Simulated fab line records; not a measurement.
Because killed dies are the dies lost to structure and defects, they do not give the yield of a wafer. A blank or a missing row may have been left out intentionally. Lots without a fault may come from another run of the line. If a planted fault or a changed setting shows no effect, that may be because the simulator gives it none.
Which tool did it? :: flow nandHarc :: Sampling: 11 lots, 33 wafers, 5 of 1302 route steps

== WHAT THE GAUGES READ, wafer by wafer ==
NHARC_END_SORT_01. Usual: killedAtArray 61, standard deviation 26; killedAtOther 0.8, standard deviation 1.1; killedAtPeriphery 4.0, standard deviation 2.6; killedDies 66, standard deviation 26; killedOpen 3.1, standard deviation 1.7; killedShort 2.5, standard deviation 1.5.
lot: L336
measured: day 28 19:53
on: prober-01
killedAtArray: 48 50 54
killedAtOther: 1 0 0
killedAtPeriphery: 4 2 3
killedDies: 53 52 57
killedOpen: 5 0 3
killedShort: 2 2 3
flag: 

lot: L338
measured: day 30 23:59
on: prober-02
killedAtArray: 64 69 58
killedAtOther: 1 0 1
killedAtPeriphery: 1 0 2
killedDies: 66 69 61
killedOpen: 2 3 4
killedShort: 5 3 4
flag: 

== TOOL THAT RAN EACH LOT (tool first, then ch and the chambers of the sampled wafers, then the start) ==
lot: L326
NHARC_A_CHANNEL_HOLE_D1_DEVELOP_09: lithoTrack-01 ch 0, day 8 12:00
NHARC_A_CHANNEL_HOLE_D1_ETCH_38: rieDiel-01 ch 1,3, day 8 13:06
NHARC_A_CHANNEL_HOLE_D1_ETCH_39: rieDiel-01 ch 0,1, no start
NHARC_A_CHANNEL_HOLE_D1_ETCH_16: rieDiel-01 ch 2,3, no start

lot: L328
NHARC_A_CHANNEL_HOLE_D1_DEVELOP_09: lithoTrack-04 ch 0, day 9 08:00
NHARC_A_CHANNEL_HOLE_D1_ETCH_38: rieDiel-09 ch 0,1,2, day 9 08:31
NHARC_A_CHANNEL_HOLE_D1_ETCH_39: rieDiel-09 ch 0,1,2, no start
NHARC_A_CHANNEL_HOLE_D1_ETCH_16: rieDiel-09 ch 0,2,3, no start

lot: L329
NHARC_A_CHANNEL_HOLE_D1_DEVELOP_09: lithoTrack-06 ch 0, day 9 13:00
NHARC_A_CHANNEL_HOLE_D1_ETCH_38: rieDiel-09 ch 0,1,3, day 9 13:30
NHARC_A_CHANNEL_HOLE_D1_ETCH_39: rieDiel-09 ch 0,3, no start
NHARC_A_CHANNEL_HOLE_D1_ETCH_16: rieDiel-09 ch 0,1,3, no start

lot: L331
NHARC_A_CHANNEL_HOLE_D1_DEVELOP_09: lithoTrack-06 ch 0, day 10 14:00
NHARC_A_CHANNEL_HOLE_D1_ETCH_38: rieDiel-01 ch 0,2,3, day 10 14:58
NHARC_A_CHANNEL_HOLE_D1_ETCH_39: rieDiel-01 ch 1,3, no start
NHARC_A_CHANNEL_HOLE_D1_ETCH_16: rieDiel-01 ch 2,3, no start

lot: L335
NHARC_A_CHANNEL_HOLE_D1_DEVELOP_09: lithoTrack-01 ch 0, day 12 00:00
NHARC_A_CHANNEL_HOLE_D1_ETCH_38: rieDiel-01 ch 0,2,3, day 12 00:54
NHARC_A_CHANNEL_HOLE_D1_ETCH_39: rieDiel-01 ch 1,2,3, no start
NHARC_A_CHANNEL_HOLE_D1_ETCH_16: rieDiel-01 ch 1,2,3, no start

lot: L336
NHARC_A_CHANNEL_HOLE_D1_DEVELOP_09: lithoTrack-01 ch 0, day 12 14:00
NHARC_A_CHANNEL_HOLE_D1_ETCH_38: rieDiel-01 ch 0,1,3, day 12 15:16
NHARC_A_CHANNEL_HOLE_D1_ETCH_39: rieDiel-01 ch 2,3, day 28 19:53 or earlier
NHARC_A_CHANNEL_HOLE_D1_ETCH_16: rieDiel-01 ch 0,1, day 28 19:53 or earlier

lot: L338
NHARC_A_CHANNEL_HOLE_D1_DEVELOP_09: lithoTrack-01 ch 0, day 13 16:00
NHARC_A_CHANNEL_HOLE_D1_ETCH_38: rieDiel-01 ch 1,3, day 13 16:49
NHARC_A_CHANNEL_HOLE_D1_ETCH_39: rieDiel-01 ch 0,1,3, day 30 23:59 or earlier
NHARC_A_CHANNEL_HOLE_D1_ETCH_16: rieDiel-01 ch 0,1,2, day 30 23:59 or earlier

lot: L345
NHARC_A_CHANNEL_HOLE_D1_DEVELOP_09: lithoTrack-06 ch 0, day 16 02:00
NHARC_A_CHANNEL_HOLE_D1_ETCH_38: rieDiel-02 ch 0,2, day 16 03:02
NHARC_A_CHANNEL_HOLE_D1_ETCH_39: rieDiel-02 ch 0,2, no start
NHARC_A_CHANNEL_HOLE_D1_ETCH_16: rieDiel-02 ch 0,1,2, no start

lot: L346
NHARC_A_CHANNEL_HOLE_D1_DEVELOP_09: lithoTrack-06 ch 0, day 17 03:00
NHARC_A_CHANNEL_HOLE_D1_ETCH_38: rieDiel-09 ch 0,1,3, day 17 03:47
NHARC_A_CHANNEL_HOLE_D1_ETCH_39: rieDiel-09 ch 2,3, no start
NHARC_A_CHANNEL_HOLE_D1_ETCH_16: rieDiel-09 ch 0,2, no start

lot: L347
NHARC_A_CHANNEL_HOLE_D1_DEVELOP_09: lithoTrack-01 ch 0, day 17 03:00
NHARC_A_CHANNEL_HOLE_D1_ETCH_38: rieDiel-02 ch 2,3, day 17 03:58
NHARC_A_CHANNEL_HOLE_D1_ETCH_39: rieDiel-02 ch 0,3, no start
NHARC_A_CHANNEL_HOLE_D1_ETCH_16: rieDiel-02 ch 0,2, no start

lot: L348
NHARC_A_CHANNEL_HOLE_D1_DEVELOP_09: lithoTrack-01 ch 0, day 17 19:00
NHARC_A_CHANNEL_HOLE_D1_ETCH_38: rieDiel-01 ch 0,1, day 17 19:25
NHARC_A_CHANNEL_HOLE_D1_ETCH_39: rieDiel-01 ch 0,1, no start
NHARC_A_CHANNEL_HOLE_D1_ETCH_16: rieDiel-01 ch 2,3, no start
- NHARC_A_CHANNEL_HOLE_D1_DEVELOP_09: develop time 35 s.
- NHARC_A_CHANNEL_HOLE_D1_ETCH_38: etches the open film in CF4, target depth 39 nm, time 65 s.
- NHARC_A_CHANNEL_HOLE_D1_ETCH_39: etches the open film in N2/H2, target depth 260 nm, time 325 s.
- NHARC_A_CHANNEL_HOLE_D1_ETCH_16: etches the open film in O2/COS, target depth 3100 nm, time 806 s.

== WHAT THE TOOLS THEMSELVES READ (means of the sampled wafers that have a number; where no wafer has one, the mark that the record gives instead) ==
NHARC_A_CHANNEL_HOLE_D1_DEVELOP_09. Usual: 23.01 C for developerTempC, sd 0.098.
lot: L326
tool: lithoTrack-01
developerTempC (C): 23.00
flag: 

lot: L328
tool: lithoTrack-04
developerTempC (C): 23.04
flag: 

lot: L329
tool: lithoTrack-06
developerTempC (C): 23.11
flag: 

lot: L331
tool: lithoTrack-06
developerTempC (C): 22.93
flag: 

lot: L335
tool: lithoTrack-01
developerTempC (C): 23.09
flag: 

lot: L336
tool: lithoTrack-01
developerTempC (C): 23.03
flag: 

lot: L338
tool: lithoTrack-01
developerTempC (C): 22.96
flag: 

lot: L345
tool: lithoTrack-06
developerTempC (C): 22.09
flag: OFF

lot: L346
tool: lithoTrack-06
developerTempC (C): 22.15
flag: OFF

lot: L347
tool: lithoTrack-01
developerTempC (C): 22.82
flag: 

lot: L348
tool: lithoTrack-01
developerTempC (C): 22.98
flag: 

NHARC_A_CHANNEL_HOLE_D1_ETCH_38. Usual: drypumpMotorCurrentA 6.1 A, standard deviation 0.35; oesProductAu 1.000 a.u., standard deviation 0.013; rfVppV 151.5 V, standard deviation 1; showerheadPlenumPTorr 1.78 Torr, standard deviation 0.056; throttleValvePct 13.283 %, standard deviation 0.0092.
lot: L326
tool: rieDiel-01
drypumpMotorCurrentA (A): 5.9
oesProductAu (a.u.): 1.003
rfVppV (V): 151.9
showerheadPlenumPTorr (Torr): 1.80
throttleValvePct (%): 13.284
flag: 

lot: L328
tool: rieDiel-09
drypumpMotorCurrentA (A): 6.2
oesProductAu (a.u.): 1.008
rfVppV (V): 150.7
showerheadPlenumPTorr (Torr): 1.74
throttleValvePct (%): 13.282
flag: 

lot: L329
tool: rieDiel-09
drypumpMotorCurrentA (A): 6.0
oesProductAu (a.u.): 1.002
rfVppV (V): 151.1
showerheadPlenumPTorr (Torr): 1.77
throttleValvePct (%): 13.283
flag: 

lot: L331
tool: rieDiel-01
drypumpMotorCurrentA (A): 6.0
oesProductAu (a.u.): 1.002
rfVppV (V): 151.8
showerheadPlenumPTorr (Torr): 1.76
throttleValvePct (%): 13.282
flag: 

lot: L335
tool: rieDiel-01
drypumpMotorCurrentA (A): 6.0
oesProductAu (a.u.): 1.005
rfVppV (V): 150.8
showerheadPlenumPTorr (Torr): 1.76
throttleValvePct (%): 13.284
flag: 

lot: L336
tool: rieDiel-01
drypumpMotorCurrentA (A): 6.1
oesProductAu (a.u.): 1.003
rfVppV (V): 151.2
showerheadPlenumPTorr (Torr): 1.78
throttleValvePct (%): 13.283
flag: 

lot: L338
tool: rieDiel-01
drypumpMotorCurrentA (A): 6.3
oesProductAu (a.u.): 0.993
rfVppV (V): 151.6
showerheadPlenumPTorr (Torr): 1.79
throttleValvePct (%): 13.284
flag: 

lot: L345
tool: rieDiel-02
drypumpMotorCurrentA (A): 6.2
oesProductAu (a.u.): 0.993
rfVppV (V): 153.1
showerheadPlenumPTorr (Torr): 1.90
throttleValvePct (%): 13.284
flag: 

lot: L346
tool: rieDiel-09
drypumpMotorCurrentA (A): 6.0
oesProductAu (a.u.): 1.002
rfVppV (V): 151.2
showerheadPlenumPTorr (Torr): 1.75
throttleValvePct (%): 13.282
flag: 

lot: L347
tool: rieDiel-02
drypumpMotorCurrentA (A): 5.8
oesProductAu (a.u.): 0.983
rfVppV (V): 151.1
showerheadPlenumPTorr (Torr): 1.77
throttleValvePct (%): 13.284
flag: 

lot: L348
tool: rieDiel-01
drypumpMotorCurrentA (A): 6.3
oesProductAu (a.u.): 1.019
rfVppV (V): 150.9
showerheadPlenumPTorr (Torr): 1.75
throttleValvePct (%): 13.284
flag: 

NHARC_A_CHANNEL_HOLE_D1_ETCH_39. Usual: drypumpMotorCurrentA 6.1 A, standard deviation 0.36; oesProductAu 0.998 a.u., standard deviation 0.013; rfVppV 430.9 V, standard deviation 2.1; showerheadPlenumPTorr 2.05 Torr, standard deviation 0.072; throttleValvePct 14.171 %, standard deviation 0.0093.
lot: L326
tool: rieDiel-01
drypumpMotorCurrentA (A): 6.5
oesProductAu (a.u.): 1.004
rfVppV (V): 431.2
showerheadPlenumPTorr (Torr): 2.05
throttleValvePct (%): 14.175
flag: 

lot: L328
tool: rieDiel-09
drypumpMotorCurrentA (A): 6.1
oesProductAu (a.u.): 1.014
rfVppV (V): 429.2
showerheadPlenumPTorr (Torr): 2.00
throttleValvePct (%): 14.172
flag: 

lot: L329
tool: rieDiel-09
drypumpMotorCurrentA (A): 5.9
oesProductAu (a.u.): 1.002
rfVppV (V): 430.9
showerheadPlenumPTorr (Torr): 2.05
throttleValvePct (%): 14.175
flag: 

lot: L331
tool: rieDiel-01
drypumpMotorCurrentA (A): 6.3
oesProductAu (a.u.): 0.990
rfVppV (V): 431.1
showerheadPlenumPTorr (Torr): 2.07
throttleValvePct (%): 14.171
flag: 

lot: L335
tool: rieDiel-01
drypumpMotorCurrentA (A): 6.1
oesProductAu (a.u.): 0.997
rfVppV (V): 430.1
showerheadPlenumPTorr (Torr): 2.04
throttleValvePct (%): 14.174
flag: 

lot: L336
tool: rieDiel-01
drypumpMotorCurrentA (A): 5.8
oesProductAu (a.u.): 0.992
rfVppV (V): 430.7
showerheadPlenumPTorr (Torr): 2.05
throttleValvePct (%): 14.169
flag: 

lot: L338
tool: rieDiel-01
drypumpMotorCurrentA (A): 6.1
oesProductAu (a.u.): 0.999
rfVppV (V): 430.6
showerheadPlenumPTorr (Torr): 2.05
throttleValvePct (%): 14.171
flag: 

lot: L345
tool: rieDiel-02
drypumpMotorCurrentA (A): 6.4
oesProductAu (a.u.): 0.996
rfVppV (V): 434.3
showerheadPlenumPTorr (Torr): 2.20
throttleValvePct (%): 14.170
flag: 

lot: L346
tool: rieDiel-09
drypumpMotorCurrentA (A): 5.9
oesProductAu (a.u.): 1.001
rfVppV (V): 429.8
showerheadPlenumPTorr (Torr): 2.00
throttleValvePct (%): 14.175
flag: 

lot: L347
tool: rieDiel-02
drypumpMotorCurrentA (A): 5.7
oesProductAu (a.u.): 1.004
rfVppV (V): 431.1
showerheadPlenumPTorr (Torr): 2.05
throttleValvePct (%): 14.176
flag: 

lot: L348
tool: rieDiel-01
drypumpMotorCurrentA (A): 6.3
oesProductAu (a.u.): 1.017
rfVppV (V): 430.5
showerheadPlenumPTorr (Torr): 2.01
throttleValvePct (%): 14.178
flag: 

NHARC_A_CHANNEL_HOLE_D1_ETCH_16. Usual: drypumpMotorCurrentA 6.1 A, standard deviation 0.35; o2FlowSccm 400.1 sccm, standard deviation 1.2; oesProductAu 0.998 a.u., standard deviation 0.012; rfVppV 314.5 V, standard deviation 1.8; showerheadPlenumPTorr 3.14 Torr, standard deviation 0.1; throttleValvePct 28.331 %, standard deviation 0.0095.
lot: L326
tool: rieDiel-01
drypumpMotorCurrentA (A): 5.8
o2FlowSccm (sccm): 399.9
oesProductAu (a.u.): 0.997
rfVppV (V): 314.8
showerheadPlenumPTorr (Torr): 3.14
throttleValvePct (%): 28.325
flag: 

lot: L328
tool: rieDiel-09
drypumpMotorCurrentA (A): 6.0
o2FlowSccm (sccm): 400.2
oesProductAu (a.u.): 1.006
rfVppV (V): 312.4
showerheadPlenumPTorr (Torr): 3.08
throttleValvePct (%): 28.336
flag: 

lot: L329
tool: rieDiel-09
drypumpMotorCurrentA (A): 6.0
o2FlowSccm (sccm): 400.2
oesProductAu (a.u.): 0.999
rfVppV (V): 314.7
showerheadPlenumPTorr (Torr): 3.12
throttleValvePct (%): 28.324
flag: 

lot: L331
tool: rieDiel-01
drypumpMotorCurrentA (A): 5.8
o2FlowSccm (sccm): 400.4
oesProductAu (a.u.): 0.989
rfVppV (V): 315.5
showerheadPlenumPTorr (Torr): 3.14
throttleValvePct (%): 28.338
flag: 

lot: L335
tool: rieDiel-01
drypumpMotorCurrentA (A): 6.1
o2FlowSccm (sccm): 401.5
oesProductAu (a.u.): 0.986
rfVppV (V): 314.5
showerheadPlenumPTorr (Torr): 3.13
throttleValvePct (%): 28.328
flag: 

lot: L336
tool: rieDiel-01
drypumpMotorCurrentA (A): 6.5
o2FlowSccm (sccm): 399.0
oesProductAu (a.u.): 0.997
rfVppV (V): 313.9
showerheadPlenumPTorr (Torr): 3.13
throttleValvePct (%): 28.337
flag: 

lot: L338
tool: rieDiel-01
drypumpMotorCurrentA (A): 6.3
o2FlowSccm (sccm): 400.6
oesProductAu (a.u.): 0.989
rfVppV (V): 313.0
showerheadPlenumPTorr (Torr): 3.09
throttleValvePct (%): 28.330
flag: 

lot: L345
tool: rieDiel-02
drypumpMotorCurrentA (A): 6.2
o2FlowSccm (sccm): 400.0
oesProductAu (a.u.): 0.994
rfVppV (V): 317.3
showerheadPlenumPTorr (Torr): 3.30
throttleValvePct (%): 28.328
flag: 

lot: L346
tool: rieDiel-09
drypumpMotorCurrentA (A): 6.1
o2FlowSccm (sccm): 400.9
oesProductAu (a.u.): 0.987
rfVppV (V): 313.8
showerheadPlenumPTorr (Torr): 3.04
throttleValvePct (%): 28.333
flag: 

lot: L347
tool: rieDiel-02
drypumpMotorCurrentA (A): 6.2
o2FlowSccm (sccm): 401.5
oesProductAu (a.u.): 0.996
rfVppV (V): 317.0
showerheadPlenumPTorr (Torr): 3.35
throttleValvePct (%): 28.342
flag: 

lot: L348
tool: rieDiel-01
drypumpMotorCurrentA (A): 5.8
o2FlowSccm (sccm): 399.8
oesProductAu (a.u.): 0.981
rfVppV (V): 314.0
showerheadPlenumPTorr (Torr): 3.13
throttleValvePct (%): 28.328
flag: 

== THE ANSWER, worked out from the rows above alone ==
Rule: a lot is off if the mean of its wafers that have a number lies more than 3 standard deviations from the usual mean. Also off: a lot with no number at a reading for which 4 or more lots have one. Any other lot the step has rows for is counted as sound. After the gauges, taken in route order, come the tools' own readings; for these a lot's mean is taken, as printed above. The first step at which some lot is off is used, and at that step the reading that is off furthest; a lot without a number counts as furthest.
Off: L345, L346 (NHARC_A_CHANNEL_HOLE_D1_DEVELOP_09, developerTempC).
A tool fits if, at that step or a process step before it, it ran every lot that is off, and no sound lot after the first of them. One fits: lithoTrack-06 at NHARC_A_CHANNEL_HOLE_D1_DEVELOP_09. Its last sound lot is L331 (day 10 14:00), its first lot that is off L345 (day 16 02:00): a fault that began between those two fits.
The tool's own readings at NHARC_A_CHANNEL_HOLE_D1_DEVELOP_09 bear it out: on the lots that are off they differ by more than 5 times the standard deviation of the sound lots' means. developerTempC reads 22.12 C there against 23.00 C on the sound lots.

== WHAT THE SIMULATOR PUT IN ==
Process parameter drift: lithoTrack-06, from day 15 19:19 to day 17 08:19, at NHARC_A_CHANNEL_HOLE_D1_DEVELOP_09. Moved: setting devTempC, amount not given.
Struck lots among those shown: L345, L346. The rule above found the same.
